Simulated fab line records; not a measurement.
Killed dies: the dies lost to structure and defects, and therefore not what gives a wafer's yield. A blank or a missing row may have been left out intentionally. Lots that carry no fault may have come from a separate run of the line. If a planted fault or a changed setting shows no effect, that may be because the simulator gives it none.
Split-lot experiment || flow n5Finfet || route with 1938 steps; 7 lots, 21 wafers read

== ABOUT THE SPLIT ==
At N5_FIN_CUT_COAT_29 (time 60 s, resist thk 10 nm), the setting spinRpm was moved away from the recipe's 1500 rpm on 7 of the 21 wafers read, by -10.9% to +3.3%. The other wafers ran this setting at the recipe's value.

== FROM THE SPLIT TO THE READING: what the file shows between them, 6 steps ==
- N5_FIN_CUT_EXPOSE_05: exposes mask FIN CUT (also split here: doseMj)
- N5_FIN_CUT_PEB_06: peb time 60 s
- N5_FIN_CUT_DEVELOP_07: develop time 30 s
- N5_FIN_CUT_CD_MEAS_08: target cd 29.1 nm
- N5_FIN_CUT_DESCUM_13: chemistry O2, time 7 s
- N5_FIN_CUT_ETCH_30: etches underlayer in N2/H2, target depth 13 nm, time 10.4 s

== THE READING ==
underlayer_of_FIN_CUT_COAT_29.thkNm (the simulator's own value, which no gauge read), in nm, at N5_FIN_CUT_ETCH_20 (etches SiARC in CF4, target depth 26 nm, time 43.3 s). The file does not state a usual value for it. The 14 wafers here that ran the recipe average 9.2 nm, standard deviation 0.07 nm.

{"wafer": "L084.3", "tool, chamber at the split": "lithoTrack-01, 0", "spinRpm as run, rpm": 1500, "against the recipe": "recipe", "underlayer_of_FIN_CUT_COAT_29.thkNm, nm": 9.2, "against lot-mates on the recipe": "-"}
{"wafer": "L084.4", "tool, chamber at the split": "lithoTrack-01, 0", "spinRpm as run, rpm": 1434, "against the recipe": "-4.4%", "underlayer_of_FIN_CUT_COAT_29.thkNm, nm": 9.6, "against lot-mates on the recipe": "+0.4"}
{"wafer": "L084.5", "tool, chamber at the split": "lithoTrack-01, 0", "spinRpm as run, rpm": 1500, "against the recipe": "recipe", "underlayer_of_FIN_CUT_COAT_29.thkNm, nm": 9.2, "against lot-mates on the recipe": "-"}
{"wafer": "L086.3", "tool, chamber at the split": "lithoTrack-01, 0", "spinRpm as run, rpm": 1428, "against the recipe": "-4.8%", "underlayer_of_FIN_CUT_COAT_29.thkNm, nm": 9.6, "against lot-mates on the recipe": "+0.4"}
{"wafer": "L086.5", "tool, chamber at the split": "lithoTrack-01, 0", "spinRpm as run, rpm": 1500, "against the recipe": "recipe", "underlayer_of_FIN_CUT_COAT_29.thkNm, nm": 9.2, "against lot-mates on the recipe": "-"}
{"wafer": "L086.6", "tool, chamber at the split": "lithoTrack-01, 0", "spinRpm as run, rpm": 1428, "against the recipe": "-4.8%", "underlayer_of_FIN_CUT_COAT_29.thkNm, nm": 9.6, "against lot-mates on the recipe": "+0.4"}
{"wafer": "L089.1", "tool, chamber at the split": "lithoTrack-03, 0", "spinRpm as run, rpm": 1500, "against the recipe": "recipe", "underlayer_of_FIN_CUT_COAT_29.thkNm, nm": 9.2, "against lot-mates on the recipe": "-"}
{"wafer": "L089.2", "tool, chamber at the split": "lithoTrack-03, 0", "spinRpm as run, rpm": 1550, "against the recipe": "+3.3%", "underlayer_of_FIN_CUT_COAT_29.thkNm, nm": 9, "against lot-mates on the recipe": -0.2}
{"wafer": "L089.6", "tool, chamber at the split": "lithoTrack-03, 0", "spinRpm as run, rpm": 1500, "against the recipe": "recipe", "underlayer_of_FIN_CUT_COAT_29.thkNm, nm": 9.2, "against lot-mates on the recipe": "-"}
{"wafer": "L090.3", "tool, chamber at the split": "lithoTrack-01, 0", "spinRpm as run, rpm": 1500, "against the recipe": "recipe", "underlayer_of_FIN_CUT_COAT_29.thkNm, nm": 9.2, "against lot-mates on the recipe": "-"}
{"wafer": "L090.6", "tool, chamber at the split": "lithoTrack-01, 0", "spinRpm as run, rpm": 1500, "against the recipe": "recipe", "underlayer_of_FIN_CUT_COAT_29.thkNm, nm": 9.2, "against lot-mates on the recipe": "-"}
{"wafer": "L090.4", "tool, chamber at the split": "lithoTrack-01, 0", "spinRpm as run, rpm": 1500, "against the recipe": "recipe", "underlayer_of_FIN_CUT_COAT_29.thkNm, nm": 9.2, "against lot-mates on the recipe": "-"}
{"wafer": "L091.3", "tool, chamber at the split": "lithoTrack-01, 0", "spinRpm as run, rpm": 1500, "against the recipe": "recipe", "underlayer_of_FIN_CUT_COAT_29.thkNm, nm": 9.2, "against lot-mates on the recipe": "-"}
{"wafer": "L091.4", "tool, chamber at the split": "lithoTrack-01, 0", "spinRpm as run, rpm": 1500, "against the recipe": "recipe", "underlayer_of_FIN_CUT_COAT_29.thkNm, nm": 9.2, "against lot-mates on the recipe": "-"}
{"wafer": "L091.6", "tool, chamber at the split": "lithoTrack-01, 0", "spinRpm as run, rpm": 1336, "against the recipe": "-10.9%", "underlayer_of_FIN_CUT_COAT_29.thkNm, nm": 9.8, "against lot-mates on the recipe": "+0.6"}
{"wafer": "L094.1", "tool, chamber at the split": "lithoTrack-03, 0", "spinRpm as run, rpm": 1500, "against the recipe": "recipe", "underlayer_of_FIN_CUT_COAT_29.thkNm, nm": 9.2, "against lot-mates on the recipe": "-"}
{"wafer": "L094.2", "tool, chamber at the split": "lithoTrack-03, 0", "spinRpm as run, rpm": 1500, "against the recipe": "recipe", "underlayer_of_FIN_CUT_COAT_29.thkNm, nm": 9.4, "against lot-mates on the recipe": "-"}
{"wafer": "L094.5", "tool, chamber at the split": "lithoTrack-03, 0", "spinRpm as run, rpm": 1500, "against the recipe": "recipe", "underlayer_of_FIN_CUT_COAT_29.thkNm, nm": 9.4, "against lot-mates on the recipe": "-"}
{"wafer": "L097.1", "tool, chamber at the split": "lithoTrack-01, 0", "spinRpm as run, rpm": 1441, "against the recipe": "-3.9%", "underlayer_of_FIN_CUT_COAT_29.thkNm, nm": 9.4, "against lot-mates on the recipe": "+0.2"}
{"wafer": "L097.2", "tool, chamber at the split": "lithoTrack-01, 0", "spinRpm as run, rpm": 1500, "against the recipe": "recipe", "underlayer_of_FIN_CUT_COAT_29.thkNm, nm": 9.2, "against lot-mates on the recipe": "-"}
{"wafer": "L097.6", "tool, chamber at the split": "lithoTrack-01, 0", "spinRpm as run, rpm": 1441, "against the recipe": "-3.9%", "underlayer_of_FIN_CUT_COAT_29.thkNm, nm": 9.4, "against lot-mates on the recipe": "+0.2"}

FIT RESULTS
A straight line over all 21 wafers: underlayer_of_FIN_CUT_COAT_29.thkNm changes by -0.0594 nm for each +1% of spinRpm; r = -0.93; the points scatter about the line by 0.076 nm.
The same after taking each lot's own level away (the mean of its wafers on the recipe; 21 wafers): -0.0624 nm for each +1%; r = -0.95; scatter 0.062 nm.
Per that fit: largest spinRpm move, reading shift of 0.68 nm.
Across the lots, their own levels run from 9.20 to 9.33 nm, a range of 1.9 times the standard deviation given above.
The two slopes agree, so the slope changes little with the lot-to-lot level.
Check: with one of the wafers moved furthest among these (-10.9%) left out of the fit, the line predicts +0.795 nm for it against its lot-mates. It came out at +0.6 nm against them.

== THESE WAFERS: OTHER SPLITS ==
These wafers also went through other splits before the reading. Each is held against what the fit with the lots' levels taken away leaves over:
{"other split on the same wafers": "N5_PMOS_HMC_CHANNEL_EPI_PEB_07 pebTempC", "wafers away from the commonest value": 9, "r with underlayer_of_FIN_CUT_COAT_29.thkNm (lot level and that fit taken away)": "+0.06"}
{"other split on the same wafers": "N5_PMOS_HMC_CHANNEL_EPI_DEVELOP_08 developTimeS", "wafers away from the commonest value": 5, "r with underlayer_of_FIN_CUT_COAT_29.thkNm (lot level and that fit taken away)": -0.12}
{"other split on the same wafers": "N5_FIN_CUT_EXPOSE_05 doseMj", "wafers away from the commonest value": 7, "r with underlayer_of_FIN_CUT_COAT_29.thkNm (lot level and that fit taken away)": -0.14}

== THE WHOLE CHAIN: every reading that the file lists as answering this split, in the file's order ==
{"step": "N5_FIN_CUT_ETCH_30", "what it does": "etches underlayer in N2/H2, target depth 13 nm, time 10.4 s", "reading": "etch.depthNm (the simulator's own value, which no gauge read)", "change (the file's fit)": "-0.0524 nm for each +1% of the setting", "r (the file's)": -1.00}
{"step": "N5_FIN_CUT_ETCH_20", "what it does": "etches SiARC in CF4, target depth 26 nm, time 43.3 s", "reading": "underlayer_of_FIN_CUT_COAT_29.thkNm (the simulator's own value, which no gauge read)", "change (the file's fit)": "-0.062 nm for each +1% of the setting", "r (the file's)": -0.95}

== THE FILE'S OWN FIT ==
underlayer_of_FIN_CUT_COAT_29.thkNm changes by -0.062 nm for each +1% of spinRpm, r = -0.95.
